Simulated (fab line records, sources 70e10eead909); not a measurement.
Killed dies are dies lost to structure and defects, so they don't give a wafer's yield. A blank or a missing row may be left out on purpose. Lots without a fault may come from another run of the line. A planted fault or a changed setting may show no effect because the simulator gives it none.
A sampling plan put to the test | flow nand_harc | one fab line, 15 faults that these records tell of, each judged on the records of the lots that it struck; 1 more is left out, because the records don't allow judging it
The plan is the line's own looks: the steps of the route at which a gauge or an inspection reads the wafer and doesn't change it. A look can be judged if struck wafers have a number there and the file gives its usual mean and standard deviation on fault-free wafers. Caught: at a look after the fault's first step, the mean of the struck wafers lies 4 or more of those standard deviations (sigma) from the usual mean. On the tool: the same test on the tool's own readings at the fault's steps. Another recipe on the struck wafers, or a record that is blank for them alone, also counts as caught.

THE FAULTS, as the simulator had put them in
1. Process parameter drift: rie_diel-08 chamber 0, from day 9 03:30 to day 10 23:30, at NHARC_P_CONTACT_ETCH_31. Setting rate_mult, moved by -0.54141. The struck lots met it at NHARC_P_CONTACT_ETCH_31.
2. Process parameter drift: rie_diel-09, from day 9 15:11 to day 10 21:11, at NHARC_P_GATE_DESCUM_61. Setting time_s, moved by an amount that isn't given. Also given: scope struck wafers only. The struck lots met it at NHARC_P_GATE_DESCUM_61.
3. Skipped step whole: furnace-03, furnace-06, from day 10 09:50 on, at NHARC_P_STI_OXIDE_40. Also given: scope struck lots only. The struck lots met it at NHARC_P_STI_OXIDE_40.
4. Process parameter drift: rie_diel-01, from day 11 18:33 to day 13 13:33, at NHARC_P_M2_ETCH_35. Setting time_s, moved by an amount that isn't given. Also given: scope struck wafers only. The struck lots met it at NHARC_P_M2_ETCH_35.
5. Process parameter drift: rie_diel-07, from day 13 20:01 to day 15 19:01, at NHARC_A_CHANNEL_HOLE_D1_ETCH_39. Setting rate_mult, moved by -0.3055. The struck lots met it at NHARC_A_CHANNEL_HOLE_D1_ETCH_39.
6. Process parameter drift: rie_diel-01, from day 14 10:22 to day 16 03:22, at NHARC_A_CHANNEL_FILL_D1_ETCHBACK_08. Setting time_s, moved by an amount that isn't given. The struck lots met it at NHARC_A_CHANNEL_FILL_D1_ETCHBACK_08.
7. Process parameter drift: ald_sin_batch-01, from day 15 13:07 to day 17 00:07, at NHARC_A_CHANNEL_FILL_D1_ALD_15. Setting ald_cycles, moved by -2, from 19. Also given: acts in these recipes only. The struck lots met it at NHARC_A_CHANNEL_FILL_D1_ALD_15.
8. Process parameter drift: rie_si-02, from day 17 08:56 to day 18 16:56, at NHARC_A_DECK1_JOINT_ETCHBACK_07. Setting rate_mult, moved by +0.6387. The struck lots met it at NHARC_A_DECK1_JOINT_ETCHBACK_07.
9. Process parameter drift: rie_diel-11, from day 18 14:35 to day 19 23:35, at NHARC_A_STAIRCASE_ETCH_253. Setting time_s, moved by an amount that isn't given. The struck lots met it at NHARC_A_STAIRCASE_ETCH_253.
10. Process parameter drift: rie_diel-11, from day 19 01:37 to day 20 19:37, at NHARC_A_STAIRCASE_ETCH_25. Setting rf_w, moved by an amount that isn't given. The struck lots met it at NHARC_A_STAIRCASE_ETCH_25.
11. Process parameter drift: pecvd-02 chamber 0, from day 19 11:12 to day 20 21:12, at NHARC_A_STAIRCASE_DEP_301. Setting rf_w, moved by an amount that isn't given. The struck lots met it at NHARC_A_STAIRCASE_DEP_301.
12. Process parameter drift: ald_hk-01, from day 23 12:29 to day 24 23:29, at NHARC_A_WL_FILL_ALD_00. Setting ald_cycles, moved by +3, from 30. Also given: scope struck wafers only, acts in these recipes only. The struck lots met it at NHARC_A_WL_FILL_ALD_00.
13. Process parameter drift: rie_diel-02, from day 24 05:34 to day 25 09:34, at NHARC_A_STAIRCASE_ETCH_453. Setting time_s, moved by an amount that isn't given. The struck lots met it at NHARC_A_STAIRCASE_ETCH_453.
14. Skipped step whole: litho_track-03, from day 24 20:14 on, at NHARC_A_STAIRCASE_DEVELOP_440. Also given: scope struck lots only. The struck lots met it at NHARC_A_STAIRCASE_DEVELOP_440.
15. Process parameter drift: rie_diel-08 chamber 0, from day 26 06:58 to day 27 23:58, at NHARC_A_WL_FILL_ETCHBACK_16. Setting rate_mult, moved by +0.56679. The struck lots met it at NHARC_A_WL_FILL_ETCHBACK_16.

WHAT THE PLAN SAW
fault | on the tool itself                               | first look that catches it                      | reading, sigma          | median hours from its first step to that look | hours from the fault's start to the first struck lot there | judged looks passed uncaught
1     | oes_product_au -21 sigma                         | NHARC_END_SORT_01                               | killed_at_periphery +11 | 439.4                                         | 481                                                        | 0
2     | run_length_s -5.8 sigma                          | none of the 2 looks that can be judged after it | -                       | -                                             | -                                                          | 2
3     | the tool's record is blank for the struck wafers | no look after it can be judged                  | -                       | -                                             | -                                                          | 0
4     | run_length_s -25 sigma                           | not the one look that can be judged after it    | -                       | -                                             | -                                                          | 1
5     | oes_product_au -20 sigma                         | NHARC_END_SORT_01                               | killed_at_array +51     | 377.2                                         | 398                                                        | 0
6     | run_length_s +99 or beyond sigma                 | not the one look that can be judged after it    | -                       | -                                             | -                                                          | 1
7     | under 2 sigma                                    | no look after it can be judged                  | -                       | -                                             | -                                                          | 0
8     | oes_product_au +43 sigma                         | no look after it can be judged                  | -                       | -                                             | -                                                          | 0
9     | run_length_s -5.1 sigma                          | not the one look that can be judged after it    | -                       | -                                             | -                                                          | 1
10    | rf_fwd_power_W +45 sigma                         | no look after it can be judged                  | -                       | -                                             | -                                                          | 0
11    | rf_fwd_power_W -99 or beyond sigma               | not the one look that can be judged after it    | -                       | -                                             | -                                                          | 1
12    | under 2 sigma                                    | no look after it can be judged                  | -                       | -                                             | -                                                          | 0
13    | run_length_s +4.5 sigma                          | no look after it can be judged                  | -                       | -                                             | -                                                          | 0
14    | the tool's record is blank for the struck wafers | no look after it can be judged                  | -                       | -                                             | -                                                          | 0
15    | oes_product_au +15 sigma                         | no look after it can be judged                  | -                       | -                                             | -                                                          | 0
A dash: the fault isn't caught, or these records don't give the number.

Caught at a look: 2 of 15. Caught on the tool: 13 of 15. By one or the other: 13 of 15.
Caught on the tool alone: faults 2, 3, 4, 6, 8, 9, 10, 11, 13, 14, 15.
Caught by neither: faults 7, 12.

THINNER SAMPLING
If the look that catches a fault measured only every second or every third lot, by lot number, the first struck lot would be measured this late in the worst case:
fault | struck lots at that look, in order of time | every lot | every second lot | every third lot
1     | L242                                       | 481 h     | may miss it      | may miss it
5     | L816, L814, L813                           | 398 h     | 408 h            | may miss all 3
Hours are from the fault's start to the first struck lot that is measured. The limit of 4 sigma was tested on all struck wafers together, so one lot alone may lie under it. Other struck lots may not be in these records.

THE LONGEST TIMED WAY FROM STEP TO LOOK
Fault 1: a median of 439.4 hours passes between NHARC_P_CONTACT_ETCH_31 and NHARC_END_SORT_01. No look between them can be judged.
